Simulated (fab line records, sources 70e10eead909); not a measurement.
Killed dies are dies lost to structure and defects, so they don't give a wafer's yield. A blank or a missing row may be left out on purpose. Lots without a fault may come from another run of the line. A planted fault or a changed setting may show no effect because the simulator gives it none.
Which tool did it? | flow nand_harc | 10 lots, 30 wafers sampled, at 7 steps of a route of 1302

WHAT THE GAUGES READ, wafer by wafer
NHARC_P_CONTACT_CD_MEAS_19. Usual: cd_nm 89.8 nm, standard deviation 1.9.
lot  | measured     | on        | cd_nm (nm)     | flag
L559 | day 8 00:10  | cd_sem-03 | 90.5 93.4 89.2 |
L560 | day 8 04:55  | cd_sem-01 | 88.0 87.3 91.6 |
L562 | day 9 06:38  | cd_sem-03 | 89.9 89.7 89.3 |
L564 | day 10 03:17 | cd_sem-01 | 89.9 93.8 92.0 |
L565 | day 10 11:16 | cd_sem-03 | 89.3 88.0 88.0 |
L566 | day 11 08:14 | cd_sem-03 | 90.0 90.1 88.8 |
L569 | day 11 22:08 | cd_sem-02 | 88.0 89.5 85.5 |
L571 | day 12 20:34 | cd_sem-03 | 86.3 91.8 89.5 |
L575 | day 14 12:05 | cd_sem-03 | 89.3 91.0 88.0 |
L576 | day 15 02:42 | cd_sem-02 | 91.6 87.6 90.8 |

NHARC_P_M0_CD_MEAS_09: target cd 90 nm. Usual: cd_nm 89.8 nm, standard deviation 0.72.
lot  | measured     | on        | cd_nm (nm)                    | flag
L559 | day 8 03:10  | cd_sem-02 | 89.6 88.9 89.7                |
L560 | day 8 08:04  | cd_sem-03 | 89.8 89.4 89.4                |
L562 | day 9 09:46  | cd_sem-01 | 89.0 89.0 89.6                |
L564 | day 10 06:19 | cd_sem-01 | 89.0 89.9 90.2                |
L565 | day 10 14:16 | cd_sem-03 | 86.8 85.8 85.9 86.9 85.8 85.5 | OFF
L566 | day 11 11:22 | cd_sem-01 | 90.4 88.5 88.8                |
L569 | day 12 01:14 | cd_sem-02 | 87.5 86.2 86.1 87.8 86.4 85.9 | OFF
L571 | day 12 23:41 | cd_sem-03 | 87.4 86.7 87.3 87.6 87.2 86.9 | OFF
L575 | day 14 15:06 | cd_sem-03 | 90.3 89.1 90.9                |
L576 | day 15 05:49 | cd_sem-02 | 88.4 89.6 89.6                |

NHARC_P_M0_CD_MEAS_16. Usual: cd_nm 89.3 nm, standard deviation 1.1.
lot  | measured     | on        | cd_nm (nm)                    | flag
L559 | day 8 03:38  | cd_sem-01 | 88.8 88.0 89.5                |
L560 | day 8 08:35  | cd_sem-03 | 89.8 89.4 87.1                |
L562 | day 9 10:14  | cd_sem-01 | 89.0 87.7 89.5                |
L564 | day 10 06:48 | cd_sem-03 | 88.6 88.7 88.7                |
L565 | day 10 16:46 | cd_sem-03 | 84.8 86.5 84.9 85.1 86.7 85.1 | OFF
L566 | day 11 11:52 | cd_sem-02 | 89.0 87.9 88.8                |
L569 | day 12 05:14 | cd_sem-03 | 87.1 85.0 85.5 87.2 85.1 86.1 |
L571 | day 13 00:35 | cd_sem-03 | 87.3 86.0 87.4                |
L575 | day 14 15:35 | cd_sem-03 | 90.3 89.1 91.1                |
L576 | day 15 06:25 | cd_sem-02 | 87.4 89.9 88.5                |

NHARC_END_SORT_01. Usual: defect_limited_yield 90 %, standard deviation 3.8; killed_at_array 61, standard deviation 26; killed_at_other 0.8, standard deviation 1.1; killed_at_periphery 4.0, standard deviation 2.6; killed_dies 66, standard deviation 26; killed_open 3.1, standard deviation 1.7; killed_short 2.5, standard deviation 1.5.
lot  | measured     | on        | defect_limited_yield (%) | killed_at_array | killed_at_other | killed_at_periphery | killed_dies | killed_open | killed_short | flag
L559 | day 27 02:59 | prober-02 | 93 93 94                 | 46 46 41        | 1 2 0           | 0 2 1               | 47 50 42    | 2 5 1       | 1 2 4        |
L565 | day 29 18:49 | prober-02 | 89 89 88                 | 68 69 75        | 3 2 0           | 3 3 7               | 74 74 82    | 2 2 2       | 5 1 1        |
L571 | day 31 00:04 | prober-01 | 95 94 95                 | 31 32 28        | 4 1 1           | 1 7 2               | 36 40 31    | 1 0 1       | 3 4 6        |

WHICH TOOL RAN EACH LOT (tool, then ch and the chambers of the sampled wafers, then the start)
lot  | NHARC_P_CONTACT_DESCUM_17          | NHARC_P_CONTACT_STRIP_28           | NHARC_P_M0_EXPOSE_06
L559 | rie_diel-03 ch 1,2,3, day 7 23:17  | rie_diel-07 ch 1,2,3, day 8 00:16  | arfi_scanner-03 ch 0, day 8 03:01
L560 | rie_diel-03 ch 0,2,3, day 8 04:02  | rie_diel-03 ch 0,1,3, day 8 04:59  | arfi_scanner-02 ch 0, day 8 07:55
L562 | rie_diel-13 ch 2,3, day 9 05:17    | rie_diel-07 ch 0,1,2, day 9 06:44  | arfi_scanner-03 ch 0, day 9 09:37
L564 | rie_diel-03 ch 0,1,2, day 10 02:25 | rie_diel-07 ch 0,1,3, day 10 03:25 | arfi_scanner-03 ch 0, day 10 06:11
L565 | rie_diel-13 ch 0,3, day 10 10:24   | rie_diel-07 ch 0,1,2, day 10 11:22 | arfi_scanner-03 ch 0, day 10 14:07
L566 | rie_diel-07 ch 0,1,3, day 11 07:22 | rie_diel-13 ch 1,2, day 11 08:20   | arfi_scanner-01 ch 0, day 11 11:14
L569 | rie_diel-13 ch 1,2,3, day 11 21:17 | rie_diel-07 ch 0,2,3, day 11 22:14 | arfi_scanner-03 ch 0, day 12 01:07
L571 | rie_diel-07 ch 0,1,2, day 12 19:43 | rie_diel-07 ch 0,1,3, day 12 20:39 | arfi_scanner-03 ch 0, day 12 23:32
L575 | rie_diel-03 ch 0,1,2, day 14 11:13 | rie_diel-13 ch 0,2,3, day 14 12:10 | arfi_scanner-02 ch 0, day 14 14:58
L576 | rie_diel-13 ch 0,1,3, day 15 01:50 | rie_diel-13 ch 0,1,2, day 15 02:46 | arfi_scanner-01 ch 0, day 15 05:40
- NHARC_P_CONTACT_DESCUM_17: chemistry O2, time 3 s.
- NHARC_P_CONTACT_STRIP_28: strips in O2.
- NHARC_P_M0_EXPOSE_06: exposes mask P M0, target cd 90 nm.

WHAT THE TOOLS THEMSELVES READ (means of the sampled wafers that have a number; where no wafer has one, the mark that the record gives instead)
NHARC_P_CONTACT_DESCUM_17. Usual: chamber_pressure_mTorr 60.00 mTorr, standard deviation 0.055; drypump_motor_current_A 5.9 A, standard deviation 0.5; oes_product_au 1.003 a.u., standard deviation 0.0098; rf_vpp_V 57.7 V, standard deviation 0.87; showerhead_plenum_p_Torr 1.92 Torr, standard deviation 0.092; throttle_valve_pct 11.311 %, standard deviation 0.01.
lot  | tool        | chamber_pressure_mTorr (mTorr) | drypump_motor_current_A (A) | oes_product_au (a.u.) | rf_vpp_V (V) | showerhead_plenum_p_Torr (Torr) | throttle_valve_pct (%) | flag
L559 | rie_diel-03 | 60.04                          | 5.9                         | 1.006                 | 58.1         | 1.97                            | 11.308                 |
L560 | rie_diel-03 | 60.00                          | 5.7                         | 1.007                 | 58.5         | 1.99                            | 11.314                 |
L562 | rie_diel-13 | 60.01                          | 6.3                         | 0.993                 | 57.7         | 1.84                            | 11.314                 |
L564 | rie_diel-03 | 60.03                          | 5.5                         | 1.010                 | 58.5         | 1.94                            | 11.315                 |
L565 | rie_diel-13 | 59.97                          | 6.2                         | 0.992                 | 57.1         | 1.83                            | 11.304                 |
L566 | rie_diel-07 | 60.00                          | 5.6                         | 1.011                 | 57.8         | 1.87                            | 11.309                 |
L569 | rie_diel-13 | 59.97                          | 6.3                         | 1.000                 | 57.6         | 1.85                            | 11.307                 |
L571 | rie_diel-07 | 60.01                          | 5.7                         | 1.006                 | 56.8         | 1.87                            | 11.321                 |
L575 | rie_diel-03 | 59.99                          | 5.5                         | 1.006                 | 57.3         | 1.94                            | 11.316                 |
L576 | rie_diel-13 | 59.98                          | 6.2                         | 1.003                 | 57.1         | 1.84                            | 11.305                 |

NHARC_P_CONTACT_STRIP_28. Usual: chamber_pressure_mTorr 60.00 mTorr, standard deviation 0.049; drypump_motor_current_A 5.9 A, standard deviation 0.49; oes_product_au 1.002 a.u., standard deviation 0.01; rf_vpp_V 57.7 V, standard deviation 0.94; showerhead_plenum_p_Torr 3.51 Torr, standard deviation 0.16; throttle_valve_pct 17.037 %, standard deviation 0.0088.
lot  | tool        | chamber_pressure_mTorr (mTorr) | drypump_motor_current_A (A) | oes_product_au (a.u.) | rf_vpp_V (V) | showerhead_plenum_p_Torr (Torr) | throttle_valve_pct (%) | flag
L559 | rie_diel-07 | 60.03                          | 5.7                         | 1.008                 | 58.3         | 3.61                            | 17.031                 |
L560 | rie_diel-03 | 59.97                          | 5.9                         | 1.004                 | 58.2         | 3.65                            | 17.027                 |
L562 | rie_diel-07 | 60.00                          | 5.7                         | 1.003                 | 56.6         | 3.46                            | 17.039                 |
L564 | rie_diel-07 | 60.01                          | 5.7                         | 1.006                 | 58.2         | 3.46                            | 17.036                 |
L565 | rie_diel-07 | 59.98                          | 5.7                         | 1.007                 | 57.3         | 3.46                            | 17.035                 |
L566 | rie_diel-13 | 59.94                          | 6.3                         | 0.994                 | 57.4         | 3.45                            | 17.041                 |
L569 | rie_diel-07 | 60.00                          | 6.1                         | 1.013                 | 57.7         | 3.59                            | 17.038                 |
L571 | rie_diel-07 | 60.01                          | 5.6                         | 1.003                 | 57.7         | 3.45                            | 17.033                 |
L575 | rie_diel-13 | 60.00                          | 6.1                         | 0.995                 | 57.5         | 3.46                            | 17.040                 |
L576 | rie_diel-13 | 59.97                          | 6.0                         | 0.998                 | 57.1         | 3.49                            | 17.035                 |

NHARC_P_M0_EXPOSE_06. Usual: exposure_dose_mJ_cm2 81.18, standard deviation 0.085.
lot  | tool            | exposure_dose_mJ_cm2 | flag
L559 | arfi_scanner-03 | 81.22                |
L560 | arfi_scanner-02 | 81.17                |
L562 | arfi_scanner-03 | 81.22                |
L564 | arfi_scanner-03 | 81.11                |
L565 | arfi_scanner-03 | 76.02                | OFF
L566 | arfi_scanner-01 | 81.23                |
L569 | arfi_scanner-03 | 76.98                | OFF
L571 | arfi_scanner-03 | 77.94                | OFF
L575 | arfi_scanner-02 | 81.11                |
L576 | arfi_scanner-01 | 81.26                |

THE ANSWER, worked out from the rows above alone
Rule: a lot is off if the mean of its wafers that have a number lies more than 3 standard deviations from the usual mean. A lot without any number at a reading at which 4 lots or more have one is off too. The other lots that the step has rows for count as sound. The gauges are gone through in route order, then the tools' own readings, and for those a lot's mean is taken as printed above. The first step at which some lot is off is used, and at that step the reading that is off furthest; a lot without a number counts as furthest.
Off: L565, L569, L571, at NHARC_P_M0_CD_MEAS_09 (cd_nm).
A tool fits if, at a process step before that reading, it ran every lot that is off, and no sound lot after the first of them. The gauges at NHARC_P_M0_CD_MEAS_09 aren't tried: what is off there is off at NHARC_P_M0_EXPOSE_06 too, on other tools, and a gauge's error can't cause that. Can't be told from this: 2 tools fit, rie_diel-07 at NHARC_P_CONTACT_STRIP_28, arfi_scanner-03 at NHARC_P_M0_EXPOSE_06.

WHAT THE SIMULATOR HAD PUT IN
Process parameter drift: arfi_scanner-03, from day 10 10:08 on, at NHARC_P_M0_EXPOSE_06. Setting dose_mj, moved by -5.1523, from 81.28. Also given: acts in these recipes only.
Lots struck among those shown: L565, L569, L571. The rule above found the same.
